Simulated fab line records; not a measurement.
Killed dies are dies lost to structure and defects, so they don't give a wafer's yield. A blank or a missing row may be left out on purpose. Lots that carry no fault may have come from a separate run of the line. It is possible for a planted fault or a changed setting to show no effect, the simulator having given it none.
Lot-split experiment || flow n5-finfet || 21 wafers read from 7 lots, route of 1938 steps

## THE SPLIT
At N5_BEOL_M12_SPUTTER_44 (material Ta, target thk 10 nm, time 16.13 s), the setting time-s was moved away from the recipe's 16.13 s on 8 of the 21 wafers read, by -14.1% to +9.4%. For the rest of the wafers, this setting stayed at what the recipe calls for.

Reading taken at the split's own step.

## THE READING
Ta_of_BEOL_M12_SPUTTER_44.thk-nm (the simulator's own value, which no gauge read), in nm, at N5_BEOL_M12_SPUTTER_44 (material Ta, target thk 10 nm, time 16.13 s). The file does not state a usual value for it. Average 9.9 nm, standard deviation 0.14 nm, over the 13 wafers here run with the recipe.

{"wafer": "L076.3", "tool, chamber at the split": "pvd-sputter-02, -", "time-s as run, s": 13.85, "against the recipe": "-14.1%", "Ta_of_BEOL_M12_SPUTTER_44.thk-nm, nm": 8.8, "against lot-mates on the recipe": -1.2}
{"wafer": "L076.5", "tool, chamber at the split": "pvd-sputter-02, -", "time-s as run, s": 16.13, "against the recipe": "recipe", "Ta_of_BEOL_M12_SPUTTER_44.thk-nm, nm": 10, "against lot-mates on the recipe": "-"}
{"wafer": "L076.6", "tool, chamber at the split": "pvd-sputter-02, -", "time-s as run, s": 13.85, "against the recipe": "-14.1%", "Ta_of_BEOL_M12_SPUTTER_44.thk-nm, nm": 8.6, "against lot-mates on the recipe": -1.4}
{"wafer": "L077.1", "tool, chamber at the split": "pvd-sputter-03, -", "time-s as run, s": 16.13, "against the recipe": "recipe", "Ta_of_BEOL_M12_SPUTTER_44.thk-nm, nm": 10.2, "against lot-mates on the recipe": "-"}
{"wafer": "L077.4", "tool, chamber at the split": "pvd-sputter-03, -", "time-s as run, s": 16.13, "against the recipe": "recipe", "Ta_of_BEOL_M12_SPUTTER_44.thk-nm, nm": 10.2, "against lot-mates on the recipe": "-"}
{"wafer": "L077.3", "tool, chamber at the split": "pvd-sputter-03, -", "time-s as run, s": 14.54, "against the recipe": "-9.9%", "Ta_of_BEOL_M12_SPUTTER_44.thk-nm, nm": 9.2, "against lot-mates on the recipe": -1.0}
{"wafer": "L079.2", "tool, chamber at the split": "pvd-sputter-03, -", "time-s as run, s": 16.13, "against the recipe": "recipe", "Ta_of_BEOL_M12_SPUTTER_44.thk-nm, nm": 9.8, "against lot-mates on the recipe": "-"}
{"wafer": "L079.4", "tool, chamber at the split": "pvd-sputter-03, -", "time-s as run, s": 16.13, "against the recipe": "recipe", "Ta_of_BEOL_M12_SPUTTER_44.thk-nm, nm": 10, "against lot-mates on the recipe": "-"}
{"wafer": "L079.6", "tool, chamber at the split": "pvd-sputter-03, -", "time-s as run, s": 17.63, "against the recipe": "+9.3%", "Ta_of_BEOL_M12_SPUTTER_44.thk-nm, nm": 10.8, "against lot-mates on the recipe": "+0.9"}
{"wafer": "L080.3", "tool, chamber at the split": "pvd-sputter-02, -", "time-s as run, s": 16.13, "against the recipe": "recipe", "Ta_of_BEOL_M12_SPUTTER_44.thk-nm, nm": 10, "against lot-mates on the recipe": "-"}
{"wafer": "L080.4", "tool, chamber at the split": "pvd-sputter-02, -", "time-s as run, s": 16.13, "against the recipe": "recipe", "Ta_of_BEOL_M12_SPUTTER_44.thk-nm, nm": 10, "against lot-mates on the recipe": "-"}
{"wafer": "L080.6", "tool, chamber at the split": "pvd-sputter-02, -", "time-s as run, s": 16.13, "against the recipe": "recipe", "Ta_of_BEOL_M12_SPUTTER_44.thk-nm, nm": 9.8, "against lot-mates on the recipe": "-"}
{"wafer": "L083.3", "tool, chamber at the split": "pvd-sputter-01, -", "time-s as run, s": 16.13, "against the recipe": "recipe", "Ta_of_BEOL_M12_SPUTTER_44.thk-nm, nm": 9.8, "against lot-mates on the recipe": "-"}
{"wafer": "L083.4", "tool, chamber at the split": "pvd-sputter-01, -", "time-s as run, s": 16.13, "against the recipe": "recipe", "Ta_of_BEOL_M12_SPUTTER_44.thk-nm, nm": 9.8, "against lot-mates on the recipe": "-"}
{"wafer": "L083.5", "tool, chamber at the split": "pvd-sputter-01, -", "time-s as run, s": 16.13, "against the recipe": "recipe", "Ta_of_BEOL_M12_SPUTTER_44.thk-nm, nm": 9.8, "against lot-mates on the recipe": "-"}
{"wafer": "L092.1", "tool, chamber at the split": "pvd-sputter-02, -", "time-s as run, s": 13.86, "against the recipe": "-14.1%", "Ta_of_BEOL_M12_SPUTTER_44.thk-nm, nm": 8.4, "against lot-mates on the recipe": -1.4}
{"wafer": "L092.5", "tool, chamber at the split": "pvd-sputter-02, -", "time-s as run, s": 13.86, "against the recipe": "-14.1%", "Ta_of_BEOL_M12_SPUTTER_44.thk-nm, nm": 8.4, "against lot-mates on the recipe": -1.4}
{"wafer": "L092.4", "tool, chamber at the split": "pvd-sputter-02, -", "time-s as run, s": 16.13, "against the recipe": "recipe", "Ta_of_BEOL_M12_SPUTTER_44.thk-nm, nm": 9.8, "against lot-mates on the recipe": "-"}
{"wafer": "L097.4", "tool, chamber at the split": "pvd-sputter-02, -", "time-s as run, s": 16.13, "against the recipe": "recipe", "Ta_of_BEOL_M12_SPUTTER_44.thk-nm, nm": 10, "against lot-mates on the recipe": "-"}
{"wafer": "L097.5", "tool, chamber at the split": "pvd-sputter-02, -", "time-s as run, s": 17.65, "against the recipe": "+9.4%", "Ta_of_BEOL_M12_SPUTTER_44.thk-nm, nm": 10.8, "against lot-mates on the recipe": "+0.8"}
{"wafer": "L097.6", "tool, chamber at the split": "pvd-sputter-02, -", "time-s as run, s": 17.65, "against the recipe": "+9.4%", "Ta_of_BEOL_M12_SPUTTER_44.thk-nm, nm": 10.8, "against lot-mates on the recipe": "+0.8"}

FIT RESULTS
A straight line over all 21 wafers: Ta_of_BEOL_M12_SPUTTER_44.thk-nm changes by +0.0948 nm for each +1% of time-s; r = +0.98; the points scatter about the line by 0.15 nm.
The same after taking each lot's own level away (the mean of its wafers on the recipe; 21 wafers): +0.0941 nm for each +1%; r = +1.00; scatter 0.071 nm.
According to that fit, moving time-s by its largest amount changes the reading by 1.3 nm.
The span of the lots' own levels, 9.80 to 10.20 nm, comes to 2.8 times the standard deviation stated above.
The two slopes are in agreement: the lot-to-lot level therefore moves the slope only a little.
Check: for one of the wafers moved furthest among these (-14.1%), held out of the fit, the line's prediction against its lot-mates is -1.38 nm. It came out at -1.2 nm against them.

## FURTHER SPLITS ON THESE WAFERS
These wafers also went through other splits before the reading. Each is held against what the fit with the lots' levels taken away leaves over:
{"other split on the same wafers": "N5_BEOL_M7_TRENCH_ETCH_37 time-s", "wafers away from the commonest value": 6, "r with Ta_of_BEOL_M12_SPUTTER_44.thk-nm (lot level and that fit taken away)": -0.41}
{"other split on the same wafers": "N5_BEOL_M9_PECVD_70 time-s", "wafers away from the commonest value": 4, "r with Ta_of_BEOL_M12_SPUTTER_44.thk-nm (lot level and that fit taken away)": "+0.41"}
{"other split on the same wafers": "N5_BEOL_M9_ETCH_66 time-s", "wafers away from the commonest value": 7, "r with Ta_of_BEOL_M12_SPUTTER_44.thk-nm (lot level and that fit taken away)": -0.39}
{"other split on the same wafers": "N5_BEOL_M9_VIA_ETCH_34 source-w", "wafers away from the commonest value": 6, "r with Ta_of_BEOL_M12_SPUTTER_44.thk-nm (lot level and that fit taken away)": -0.05}
{"other split on the same wafers": "N5_BEOL_M10_ETCH_41 source-w", "wafers away from the commonest value": 12, "r with Ta_of_BEOL_M12_SPUTTER_44.thk-nm (lot level and that fit taken away)": -0.28}
{"other split on the same wafers": "N5_BEOL_M11_TRENCH_ETCH_37 source-w", "wafers away from the commonest value": 5, "r with Ta_of_BEOL_M12_SPUTTER_44.thk-nm (lot level and that fit taken away)": "+0.05"}
{"other split on the same wafers": "N5_BEOL_M11_ETCH_41 time-s", "wafers away from the commonest value": 7, "r with Ta_of_BEOL_M12_SPUTTER_44.thk-nm (lot level and that fit taken away)": "+0.06"}
{"other split on the same wafers": "N5_BEOL_M12_ETCH_68 time-s", "wafers away from the commonest value": 7, "r with Ta_of_BEOL_M12_SPUTTER_44.thk-nm (lot level and that fit taken away)": -0.48}

## FILE'S OWN FIT
Ta_of_BEOL_M12_SPUTTER_44.thk-nm changes by +0.0952 nm for each +1% of time-s, r = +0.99.
